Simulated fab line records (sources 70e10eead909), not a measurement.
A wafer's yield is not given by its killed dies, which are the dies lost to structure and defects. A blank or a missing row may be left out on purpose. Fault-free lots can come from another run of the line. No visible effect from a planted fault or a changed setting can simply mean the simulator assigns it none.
A struck lot beside a sound one / flow nand harc / 39 out of 1302 route steps
Sound: wafers L802.3, L802.4, L802.5. Struck: wafer L817.3 (L817.1, L817.2, from the same lot, were not struck and are left out); the cause is given at the end.
At each step with rows: each side's tool, then ch and its chambers, then its first start. Under that, the readings that differ: sound wafers / struck wafers / difference of the means / sigmas: that difference in standard deviations of wafers without a fault.
alike: a reading whose means differ by less than 2 such deviations, as well as words and numbers matching on both sides. not compared: withheld readings; readings where some wafer has no value; bounds like >300 that might hide an equal value; numbers whose values overlap and for which the record gives no deviation.
A row with sigmas, a row that says differs or no value, or rows on one side alone: a step with any of these is where the two part. Non-overlapping numbers with no deviation appear without sigmas and do not part them. A reading that every wafer of one side lacks parts them only if that side has two wafers or more.

first, 5 steps without rows for these wafers: NHARC_A_WL_FILL_SRD_14; NHARC_A_WL_FILL_ALD_19 (deposits TiN, target thk 2 nm, pulse time 3 s, ald cycles 100); NHARC_A_WL_FILL_CVD_20 (deposits W, target thk 100 nm, time 74 s); NHARC_A_WL_FILL_CMP_12 (polishes, t overpolish 30 s, target thk 100 nm); NHARC_A_WL_FILL_SRD_31.
NHARC_A_WL_FILL_INSPECT_15:
  struck on defect inspect-02, day 28 16:14; sound on defect inspect-02, day 23 02:07
  alike: raw defect count
then, 1 step without rows for these wafers: NHARC_A_CONTACT_DEP_24 (deposits SiO2, target thk 500 nm).
NHARC_A_CONTACT_DEP_28: deposits aC, target thk 7000 nm.
  sound on acl dep-03 ch 0, day 23 04:12; struck on acl dep-01 ch 0, day 28 19:58
  alike: throttle valve pct
NHARC_A_CONTACT_DEP_29: deposits SiON, target thk 100 nm.
  sound on pecvd-02 ch 0,1,2, day 23 07:05; struck on pecvd-02 ch 0, day 29 00:15
  alike: heater power w
  not compared: since wet clean h
then, 10 steps without rows for these wafers: NHARC_A_CONTACT_DEHYDRATE_32 (time 120 s); NHARC_A_CONTACT_HMDS_33 (time 30 s); NHARC_A_CONTACT_COAT_34 (time 75 s); NHARC_A_CONTACT_COAT_35 (time 65 s); NHARC_A_CONTACT_COAT_36 (resist thk 90 nm); NHARC_A_CONTACT_SOFTBAKE_37 (time 55 s); NHARC_A_CONTACT_EBR_38; NHARC_A_CONTACT_EXPOSE_39 (exposes mask A CC 3); NHARC_A_CONTACT_PEB_40 (peb time 65 s); NHARC_A_CONTACT_DEVELOP_41 (develop time 35 s).
NHARC_A_CONTACT_CD_MEAS_42 targets a cd of 300 nm.
  sound on cd sem-02 ch 0, day 23 07:37; struck on cd sem-02 ch 0, day 29 01:05
reading=cd nm (nm); sound=300.1 300.4 300.4; struck=298.8; difference=-1.5; sigmas=-3
NHARC_A_CONTACT_OVL_MEAS_43:
  struck on overlay-01, day 29 01:10; sound on overlay-01, day 23 07:43
  alike: overlay x nm, overlay y nm
NHARC_A_CONTACT_INSPECT_44:
  struck on defect inspect-01, day 29 01:12; sound on defect inspect-01, day 23 07:44
  alike: raw defect count
NHARC_A_CONTACT_DESCUM_47: chemistry O2, time 3 s.
  sound on rie diel-06 ch 1,2, day 23 07:49; struck on rie diel-02 ch 0, day 29 01:17
  alike: drypump motor current A, o2 flow sccm, oes product au, rf vpp V, showerhead plenum p Torr, throttle valve pct
  not compared: rf hours counter h
then, 3 steps without rows for these wafers: NHARC_A_CONTACT_ETCH_48 (etches the open film in CF4, target depth 39 nm, time 65 s); NHARC_A_CONTACT_ETCH_49 (etches the open film in N2/H2, target depth 260 nm, time 475.3 s); NHARC_A_CONTACT_ETCH_50 (etches the open film in CF4/CHF3, target depth 121 nm, time 60.5 s).
NHARC_A_CONTACT_ETCH_51: etches the open film in O2/COS, target depth 7000 nm, time 1820 s.
  sound on rie diel-06 ch 0,1,3; struck on rie diel-02 ch 3
reading=drypump motor current A (A); sound=5.2 5.8 5.2; struck=6.6; difference=+1.2; sigmas=+3
reading=oes product au (a.u.); sound=0.993 0.988 1.006; struck=1.026; difference=+0.030; sigmas=+3
  alike: o2 flow sccm, rf vpp V, showerhead plenum p Torr, throttle valve pct
  not compared: rf hours counter h
NHARC_A_CONTACT_ETCH_111: etches the open film in C4F8/O2/Ar, time 140 s, target depth 700 nm.
  sound on har cap etch-03 ch 0,1, day 23 09:43; struck on har cap etch-01 ch 0, day 29 04:13
  not compared: rf hours counter h
then, 7 steps without rows for these wafers: NHARC_A_CONTACT_ETCH_112 (etches the open film in C4F8/O2/Ar, time 190 s, target depth 1850 nm); NHARC_A_CONTACT_ETCH_113 (etches the open film in C4F8/O2/Ar, time 190 s, target depth 1850 nm); NHARC_A_CONTACT_ETCH_114 (etches the open film in C4F8/O2/Ar, time 190 s, target depth 1850 nm); NHARC_A_CONTACT_ETCH_115 (etches the open film in C4F8/O2/Ar, time 190 s, target depth 1850 nm); NHARC_A_CONTACT_ETCH_116 (etches the open film in C4F8/O2/Ar, time 190 s, target depth 1850 nm); NHARC_A_CONTACT_ETCH_117 (etches the open film in C4F8/O2/Ar, time 190 s, target depth 1850 nm); NHARC_A_CONTACT_ETCH_118 (etches the open film in C4F8/O2/Ar, time 190 s, target depth 1850 nm).
NHARC_A_CONTACT_ETCH_119: etches the open film in C4F8/O2/Ar, time 190 s, target depth 1850 nm.
  sound on har cap etch-03 ch 0,1, day 23 11:06; struck on har cap etch-01 ch 0, day 29 05:37
  not compared: rf hours counter h
then, 2 steps without rows for these wafers: NHARC_A_CONTACT_ETCH_120 (etches the open film in C4F8/O2/Ar, time 190 s, target depth 1850 nm); NHARC_A_CONTACT_ETCH_121 (etches the open film in C4F8/O2/Ar, time 190 s, target depth 1850 nm).
-- record jumps: 3 days between struck wafers' starts before vs after; left off in module A_CONTACT, resumes in module END, first step shown is number 1302 of the route --
NHARC_END_SORT_01:
  at this point the record logs the struck wafers (prober-02 ch 0, day 32 03:37) and has no rows for the sound ones

## WHERE THEY PART
First at NHARC_A_CONTACT_CD_MEAS_42; last, within this record, at NHARC_END_SORT_01.

WHY: the cause the simulator had injected
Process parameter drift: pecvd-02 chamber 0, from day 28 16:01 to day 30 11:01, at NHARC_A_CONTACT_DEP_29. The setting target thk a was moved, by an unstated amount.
